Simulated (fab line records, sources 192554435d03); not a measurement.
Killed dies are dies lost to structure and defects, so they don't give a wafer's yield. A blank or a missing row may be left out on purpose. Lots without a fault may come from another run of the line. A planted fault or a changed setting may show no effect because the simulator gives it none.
A struck lot beside a sound one | flow n5_finfet | 16 steps out of a route of 1938
Sound: wafers L713.3, L713.5, L713.6. Struck: wafer L726.4. (L726.2 of the same lot was not struck and is left out.) The cause comes at the end.
At each step with rows: each side's tool, then ch and its chambers, then its first start. Under that, the readings that differ: sound wafers | struck wafers | difference of the means | sigmas: that difference in standard deviations of wafers without a fault.
alike: readings whose means differ by less than 2 such deviations, and words and numbers that are the same on both sides. not compared: withheld readings, readings that some wafer has no value for, bounds like >300 that may hide the same value, and numbers for which the record gives no deviation and whose values overlap.
The two part at a step that has a row with sigmas, a row that says differs or no value, or rows on one side only. Numbers that don't overlap but have no deviation are shown without sigmas and don't part them. A reading that every wafer of one side lacks parts them only if that side has two wafers or more.

N5_FIN_SAQP_HM_DEP_72: deposits SiO2 from SiH4/N2O, target thk 12 nm, time 7.2 s.
  sound on pecvd-02 ch 0,1,2, day 3 11:09; struck on pecvd-02 ch 2, day 6 17:45
  alike: heater_power_w, showerhead_plenum_p_Torr
then, 8 steps without rows for these wafers: N5_FIN_SAQP_COAT_49 (time 60 s, resist thk 100 nm); N5_FIN_SAQP_COAT_50 (time 60 s, resist thk 35 nm); N5_FIN_SAQP_COAT_10 (resist thk 90 nm); N5_FIN_SAQP_EBR_12; N5_FIN_SAQP_SOFTBAKE_11 (time 60 s); N5_FIN_SAQP_EXPOSE_13 (exposes mask FIN CORE, target cd 35.6 nm); N5_FIN_SAQP_PEB_14 (peb time 60 s); N5_FIN_SAQP_DEVELOP_15 (develop time 30 s).
N5_FIN_SAQP_CD_MEAS_16: target cd 35.6 nm.
  sound on cd_sem-02 ch 0, day 3 11:37; struck on cd_sem-01 ch 0, day 6 18:12
  alike: cd_nm
N5_FIN_SAQP_OVL_MEAS_17:
  sound on overlay-02 ch 0, day 3 11:38; struck on overlay-02 ch 0, day 6 18:14
  alike: FIN_CORE_OVL
N5_FIN_SAQP_INSPECT_18: inspects for defects (brightfield).
  sound on defect_inspect-02, day 3 11:40; struck on defect_inspect-01, day 6 18:16
  alike: raw_defect_count
N5_FIN_SAQP_DESCUM_21: chemistry O2, time 7.9 s.
  sound on rie_diel-03 ch 0,1, day 3 11:42; struck on rie_diel-06 ch 3, day 6 18:22
  reading                                       | sound            | struck | difference | sigmas
  model.CAR-ArF_of_FIN_SAQP_COAT_10.thk_nm (nm) | 84.3 84.16 83.66 | 85.55  | +1.51      |
  alike: bias_power_w, drypump_motor_current_A, oes_product_au, rf_vpp_V, showerhead_plenum_p_Torr, throttle_valve_pct
  not compared: rf_hours_counter_h
N5_FIN_SAQP_ETCH_51: etches SiARC in CF4, target depth 45.5 nm, time 75.8 s.
  sound on rie_diel-03 ch 0,1, day 3 11:44; struck on rie_diel-06 ch 3, day 6 18:23
  reading                                       | sound             | struck | difference | sigmas
  model.CAR-ArF_of_FIN_SAQP_COAT_10.thk_nm (nm) | 51.56 51.49 50.87 | 52.91  | +1.60      |
  alike: drypump_motor_current_A, etch_rf_on_time_s, oes_product_au, rf_vpp_V, showerhead_plenum_p_Torr, throttle_valve_pct
  not compared: rf_hours_counter_h
N5_FIN_SAQP_ETCH_52: etches SOC in N2/H2, target depth 100 nm, overetch 20 nm, time 150 s.
  sound on rie_diel-03 ch 0,1, day 3 11:47; struck on rie_diel-06 ch 3, day 6 18:27
  reading                     | sound       | struck | difference | sigmas
  drypump_motor_current_A (A) | 5.9 5.9 5.6 | 6.5    | +0.7       | +2
  alike: oes_product_au, rf_vpp_V, showerhead_plenum_p_Torr, throttle_valve_pct
  not compared: rf_hours_counter_h
-- the record jumps here: 7 days lie between the struck wafers' starts before and after (it left off in module FIN_SAQP and takes up again in module BEOL_M4, whose first step shown is number 1111 of the route) --
N5_BEOL_M4_RC_MEAS_101:
  sound on prober-01 ch 0, day 10 07:19; struck on prober-01 ch 0, day 13 15:16
  reading       | sound          | struck | difference | sigmas
  DIBL_N (mV/V) | 36.6 36.7 36.9 | 33.8   | -2.9       | -2
  SS_N (mV/dec) | 72.1 72.6 71.8 | 70.7   | -1.5       | -3
  alike: DIBL_P, IOFF_N, IOFF_P, ION_N, ION_P, SS_P, VT_N, VT_P

WHERE THEY PART
First at N5_FIN_SAQP_ETCH_52; last, within this record, at N5_BEOL_M4_RC_MEAS_101.

WHY: what the simulator had put in
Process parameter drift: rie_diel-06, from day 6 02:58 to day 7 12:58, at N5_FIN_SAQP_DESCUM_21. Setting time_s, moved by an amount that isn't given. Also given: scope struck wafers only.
